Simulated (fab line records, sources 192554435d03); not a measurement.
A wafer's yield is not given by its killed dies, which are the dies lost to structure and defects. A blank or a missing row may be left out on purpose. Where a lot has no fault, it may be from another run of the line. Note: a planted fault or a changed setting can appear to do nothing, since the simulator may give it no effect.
fab line records	flow n5_finfet	part 2 of 2: steps 4 to 6 of 6
record: lots: 20	wafers: 60	last_day: 17
route steps=1938 shown BEOL_M6@1231 BEOL_M7@1301 BEOL_M8@1336
lots untouched by any fault: they come from a run of this same line in which no faults occurred
start_h: the number of hours between the record's first day and the start of the first shown wafer of the lot	wait_h: time in hours since the lot's previous step	" repeats the value in the row above	L1.1+2: one row covering several wafers at once	- no value, or no start given	* or withheld: withheld	< > ~ a bound
route shown NAME@n: a module of which the file shows steps, and the number in the route of the first	usual: mean and standard deviation over wafers with no fault	same: alike in all rows	chamber/n: place in a boat	sites: readings site by site	_std_site: standard deviation of those values	_edge_site: inner sites' mean taken away from outer sites' mean	radius_mm: how far each site lies from the wafer's centre	mask NAME#n: copy n	behind: the tool/chamber that last shaped the wafer	hold: cause of the lot's hold/its duration in hours/its outcome	device: the n, p or np transistor that did not switch	end of line: at the end of the route, the tests of the same wafers	for a step that has no rows: nothing shown but its recipe	killed: the dies lost at the first sort to structure and to defects; this is not the yield of the wafer	map: a wafer's dies, x killed, . not, _ none there
set.NAME: the run value of the setting; set.NAME@STEP: its run value at that earlier step	model.NAME: the simulator's own value behind a step, which no gauge read
one table for each step of the route and one row for each wafer, over a sample of lots
services: the hour from which a tool's chamber was out of use, counted from the record's first day as start_h (under 0 if before that day), plus the number of hours and why
== steps ==
step: N5_BEOL_M7_ETCH_41
recipe: chemistry: CH3F/O2	target: SiCN	target_depth_a: 319	taper_deg: 2	time_s: 57.8	ion_energy_ev: 120	mask_material: TiN	pressure_mtorr: 30	source_w: 395	bias_w: 75	Ar_flow_sccm: 150	CH3F_flow_sccm: 30	O2_flow_sccm: 20
usual: drypump_motor_current_A: 5.5/0.42	oes_product_au: 0.81/0.093	rf_fwd_power_W: 391.6/1.8	rf_vpp_V: 296.6/1.6	showerhead_plenum_p_Torr: 1.97/0.07	throttle_valve_pct: 16.15/0.19
lot.wafer	tool	chamber	start_h	wait_h	drypump_motor_current_A	oes_product_au	rf_fwd_power_W	rf_hours_counter_h	rf_vpp_V	showerhead_plenum_p_Torr	throttle_valve_pct
L075.3	rie_diel-01	3	-	-	5.6	0.75	390.0	154	298.5	2.09	16.20
L075.4	"	2	"	"	5.2	0.77	388.1	-	296.5	1.93	16.22
L075.6	"	0	"	"	4.9	0.94	391.1	-	296.7	1.98	15.96
L074.2	rie_diel-01	3	-	-	5.6	0.75	389.8	157	298.5	2.09	16.21
L074.5	"	1	"	"	5.7	0.85	392.8	-	296.2	1.95	16.08
L074.6	"	0	"	"	5.0	0.92	389.7	-	295.3	1.98	15.97
L076.1	rie_diel-04	2	-	-	6.2	0.86	392.1	54	298.4	2.05	15.91
L076.3	"	1	"	"	5.7	0.74	392.1	147	294.5	1.84	16.10
L076.5	"	0	"	"	5.8	0.67	393.1	-	297.6	1.96	16.55
L077.1	rie_diel-03	2	-	-	5.0	0.95	393.4	11	298.5	2.03	15.88
L077.2	"	0	"	"	6.0	0.67	391.9	245	296.4	1.96	16.15
L077.3	"	1	"	"	6.3	0.68	391.7	248	296.2	2.05	16.73
L079.3	rie_diel-04	2	-	-	6.2	0.86	393.2	58	296.8	2.05	15.93
L079.5	"	3	"	"	5.2	0.69	390.3	-	295.3	1.90	16.28
L079.6	"	0	"	"	5.8	0.68	393.3	-	296.9	1.95	16.59
L078.1	rie_diel-01	0	-	-	5.0	0.91	390.8	18	296.7	1.98	15.98
L078.5	"	0	"	"	4.9	0.91	391.4	-	295.7	1.98	15.99
L078.6	"	2	"	"	5.2	0.78	387.5	-	295.2	1.92	16.25
L081.3	rie_diel-01	2	-	-	5.2	0.76	389.3	148	295.1	1.92	16.24
L081.4	"	0	"	"	5.0	0.89	391.9	23	298.4	1.98	16.01
L081.5	"	0	"	"	5.0	0.90	391.6	-	297.5	1.98	16.00
L082.2	rie_diel-01	0	-	-	5.0	0.89	390.2	23	296.3	1.98	16.00
L082.3	"	1	"	"	5.8	0.84	391.5	89	296.4	1.95	16.11
L082.6	"	3	"	"	5.6	0.74	390.5	-	298.5	2.09	16.23
L083.2	rie_diel-03	3	-	-	5.7	0.66	393.6	256	295.9	1.97	16.54
L083.5	"	2	"	"	5.0	0.90	392.5	-	297.3	2.03	15.90
L083.6	"	1	"	"	6.3	0.97	391.4	-	299.0	2.05	16.33
L084.1	rie_diel-04	1	-	-	5.7	0.74	390.9	163	292.9	1.83	16.14
L084.3	"	3	"	"	5.2	0.69	390.8	227	296.1	1.90	16.31
L084.5	"	2	"	"	6.2	0.85	394.0	-	298.4	2.04	15.95
L085.1	rie_diel-04	2	-	-	6.2	0.84	391.5	73	298.7	2.04	15.94
L085.3	"	3	"	"	5.2	0.68	391.0	229	293.2	1.90	16.31
L085.4	"	1	"	"	5.7	0.74	393.1	-	294.0	1.83	16.14
L086.2	rie_diel-01	1	-	-	5.8	0.83	392.9	103	295.0	1.94	16.12
L086.4	"	2	"	"	5.2	0.75	387.2	162	296.0	1.92	16.28
L086.5	"	3	"	"	5.6	0.74	390.8	-	299.5	2.08	16.26
L087.1	rie_diel-01	0	-	-	4.9	0.88	390.1	35	295.5	1.97	16.04
L087.4	"	1	"	"	5.8	0.81	392.0	109	296.7	1.94	16.14
L087.5	"	0	"	"	4.9	0.87	390.5	-	297.3	1.97	16.02
L089.1	rie_diel-01	0	-	-	5.0	0.88	389.8	37	296.6	1.97	16.03
L089.4	"	3	"	"	5.6	0.72	391.5	188	298.4	2.08	16.26
L089.6	"	1	"	"	5.8	0.81	393.8	-	294.6	1.94	16.15
L088.2	rie_diel-01	2	-	-	5.2	0.76	387.5	170	295.1	1.92	16.28
L088.5	"	0	"	"	4.9	0.88	393.3	-	297.1	1.97	16.02
L088.6	"	3	"	"	5.6	0.73	393.1	-	297.5	2.08	16.29
L090.2	rie_diel-03	2	-	-	5.1	0.87	395.0	47	299.1	2.02	15.96
L090.4	"	1	"	"	6.3	0.89	391.8	25	297.1	2.04	16.36
L090.5	"	3	"	"	5.7	0.95	392.3	-	295.5	1.97	16.12
L093.1	rie_diel-03	0	-	-	6.0	0.95	391.7	15	295.8	1.95	15.76
L093.2	"	2	"	"	5.0	0.86	394.0	50	298.7	2.02	15.95
L093.6	"	2	"	"	5.0	0.86	393.9	-	298.9	2.02	15.95
L094.1	rie_diel-03	1	-	-	6.2	0.89	392.1	29	299.0	2.04	16.38
L094.4	"	0	"	"	6.0	0.94	391.5	16	297.8	1.95	15.75
L094.5	"	2	"	"	5.0	0.86	392.3	-	298.1	2.02	15.98
L092.4	rie_diel-04	1	-	-	5.7	0.73	394.1	182	293.4	1.82	16.17
L092.5	"	1	"	"	5.7	0.72	393.3	-	294.2	1.82	16.17
L092.6	"	2	"	"	6.2	0.83	391.2	-	299.1	2.03	15.98
L095.1	rie_diel-04	2	-	-	6.2	0.81	392.4	91	296.6	2.03	16.00
L095.3	"	0	"	"	5.7	0.92	392.2	17	296.5	1.95	16.15
L095.4	"	1	"	"	5.7	0.73	392.8	184	293.6	1.82	16.15
step: N5_BEOL_M8_HM_DEP_02
recipe: material: TiN	target_thk_a: 200	temp_c: 25	chamber_pressure_pa: 0.49996
usual: substrate_temp_c: 24.98/0.1	throttle_valve_pct: 30.0/1.2
lot.wafer	tool	chamber	start_h	wait_h	substrate_temp_c	throttle_valve_pct
L075.3	pvd_sputter-01	-	194.96	1.8	24.86	32.8
L075.4	"	-	"	"	24.99	29.2
L075.6	"	-	"	"	24.78	29.8
L074.2	pvd_sputter-03	-	209.26	1.2	25.02	30.8
L074.5	"	-	"	"	25.04	28.3
L074.6	"	-	"	"	25.13	30.2
L076.1	pvd_sputter-02	-	209.66	0.8	25.13	30.5
L076.3	"	-	"	"	24.95	28.0
L076.5	"	-	"	"	24.93	30.5
L077.1	pvd_sputter-03	-	209.82	0.8	25.13	30.9
L077.2	"	-	"	"	25.00	28.2
L077.3	"	-	"	"	25.08	29.8
L079.3	pvd_sputter-01	-	225.39	1.7	25.20	29.2
L079.5	"	-	"	"	25.09	32.7
L079.6	"	-	"	"	25.04	30.9
L078.1	pvd_sputter-03	-	225.58	1.6	24.84	30.5
L078.5	"	-	"	"	24.76	31.3
L078.6	"	-	"	"	25.07	28.2
L081.3	pvd_sputter-01	-	235.57	0.9	24.90	29.3
L081.4	"	-	"	"	24.99	32.7
L081.5	"	-	"	"	24.98	32.8
L082.2	pvd_sputter-01	-	238.53	1.1	25.00	32.5
L082.3	"	-	"	"	24.96	29.0
L082.6	"	-	"	"	24.95	30.5
L083.2	pvd_sputter-03	-	243.11	0.6	25.08	28.0
L083.5	"	-	"	"	25.07	28.3
L083.6	"	-	"	"	25.07	31.1
L084.1	pvd_sputter-02	-	258.84	1.2	25.00	30.0
L084.3	"	-	"	"	24.93	29.3
L084.5	"	-	"	"	25.02	30.6
L085.1	pvd_sputter-02	-	264.12	1.6	24.99	29.5
L085.3	"	-	"	"	25.03	29.8
L085.4	"	-	"	"	25.01	28.2
L086.2	pvd_sputter-03	-	273.17	0.9	24.91	31.0
L086.4	"	-	"	"	24.97	28.4
L086.5	"	-	"	"	25.01	30.8
L087.1	pvd_sputter-03	-	292.32	0.0	24.92	30.8
L087.4	"	-	"	"	25.03	30.0
L087.5	"	-	"	"	24.84	30.7
L089.1	pvd_sputter-01	-	294.69	0.7	24.97	30.6
L089.4	"	-	"	"	25.19	32.5
L089.6	"	-	"	"	24.92	29.5
L088.2	pvd_sputter-02	-	297.77	1.5	24.96	27.9
L088.5	"	-	"	"	24.79	29.2
L088.6	"	-	"	"	24.89	30.0
L090.2	pvd_sputter-01	-	302.53	0.9	24.95	30.8
L090.4	"	-	"	"	25.05	29.5
L090.5	"	-	"	"	24.91	30.7
L093.1	pvd_sputter-02	-	315.27	1.7	25.18	29.6
L093.2	"	-	"	"	25.13	29.8
L093.6	"	-	"	"	25.08	30.5
L094.1	pvd_sputter-02	-	319.56	1.5	24.81	29.9
L094.4	"	-	"	"	24.93	30.3
L094.5	"	-	"	"	25.00	30.4
L092.4	pvd_sputter-01	-	319.85	1.2	24.89	29.8
L092.5	"	-	"	"	24.93	32.6
L092.6	"	-	"	"	25.05	30.7
L095.1	pvd_sputter-02	-	328.95	1.5	24.92	30.3
L095.3	"	-	"	"	24.79	29.7
L095.4	"	-	"	"	24.88	29.2
step: N5_BEOL_M8_INSPECT_13
recipe: mode: adi	inspect_instrument: brightfield
usual: raw_defect_count: 414/91
lot.wafer	tool	chamber	start_h	wait_h	raw_defect_count
L075.3	defect_inspect-01	-	195.51	0.0	388
L075.4	"	-	"	"	366
L075.6	"	-	"	"	400
L074.2	defect_inspect-01	-	209.81	0.0	273
L074.5	"	-	"	"	424
L074.6	"	-	"	"	345
L076.1	defect_inspect-02	-	210.21	0.0	479
L076.3	"	-	"	"	546
L076.5	"	-	"	"	525
L077.1	defect_inspect-02	-	210.25	0.0	445
L077.2	"	-	"	"	447
L077.3	"	-	"	"	328
L079.3	defect_inspect-02	-	225.82	0.0	546
L079.5	"	-	"	"	464
L079.6	"	-	"	"	474
L078.1	defect_inspect-02	-	226.15	0.0	365
L078.5	"	-	"	"	300
L078.6	"	-	"	"	420
L081.3	defect_inspect-01	-	236.12	0.0	433
L081.4	"	-	"	"	424
L081.5	"	-	"	"	362
L082.2	defect_inspect-01	-	238.96	0.0	520
L082.3	"	-	"	"	382
L082.6	"	-	"	"	366
L083.2	defect_inspect-01	-	243.66	0.0	314
L083.5	"	-	"	"	311
L083.6	"	-	"	"	372
L084.1	defect_inspect-01	-	259.27	0.0	406
L084.3	"	-	"	"	458
L084.5	"	-	"	"	558
L085.1	defect_inspect-01	-	264.55	0.0	404
L085.3	"	-	"	"	397
L085.4	"	-	"	"	402
L086.2	defect_inspect-01	-	273.72	0.0	373
L086.4	"	-	"	"	361
L086.5	"	-	"	"	364
L087.1	defect_inspect-01	-	292.75	0.0	243
L087.4	"	-	"	"	308
L087.5	"	-	"	"	474
L089.1	defect_inspect-02	-	295.13	0.0	473
L089.4	"	-	"	"	403
L089.6	"	-	"	"	461
L088.2	defect_inspect-01	-	298.33	0.0	297
L088.5	"	-	"	"	323
L088.6	"	-	"	"	243
L090.2	defect_inspect-02	-	302.95	0.0	481
L090.4	"	-	"	"	470
L090.5	"	-	"	"	307
L093.1	defect_inspect-01	-	315.82	0.0	412
L093.2	"	-	"	"	446
L093.6	"	-	"	"	360
L094.1	defect_inspect-02	-	320.11	0.0	410
L094.4	"	-	"	"	307
L094.5	"	-	"	"	371
L092.4	defect_inspect-02	-	320.40	0.0	365
L092.5	"	-	"	"	248
L092.6	"	-	"	"	487
L095.1	defect_inspect-02	-	329.39	0.0	409
L095.3	"	-	"	"	458
L095.4	"	-	"	"	416
== services ==
tool	chamber	start_h	hours	kind
rie_diel-06	2	168.37	33.9	repair
rie_diel-01	1	186.61	6.5	repair
rie_diel-06	-	195.13	28.1	pm
rie_diel-05	3	198.03	-	clean
rie_diel-05	3	198.03	-	consumable_replace:focus_ring
rie_diel-05	3	198.03	19.4	scheduled_down
rie_diel-05	3	198.03	19.4	vent_cycle
rie_diel-04	3	198.65	1.7	repair
rie_diel-01	1	218.33	2.2	repair
rie_diel-04	0	235.68	-	clean
rie_diel-04	0	235.68	-	consumable_replace:focus_ring
rie_diel-04	0	235.68	26.3	scheduled_down
rie_diel-04	-	237.68	2.8	pm
rie_diel-05	-	250.18	0.4	repair
rie_diel-01	0	254.85	1.3	repair
rie_diel-02	1	268.76	-	clean
rie_diel-02	1	268.76	-	consumable_replace:focus_ring
rie_diel-02	1	268.76	20.5	scheduled_down
rie_diel-02	1	268.76	20.5	vent_cycle
rie_diel-01	0	269.55	3.6	repair
rie_diel-04	-	288.48	2.1	repair
rie_diel-01	1	305.80	8.6	repair
pvd_sputter-03	-	309.90	0.8	repair
rie_diel-05	2	325.98	13.5	repair
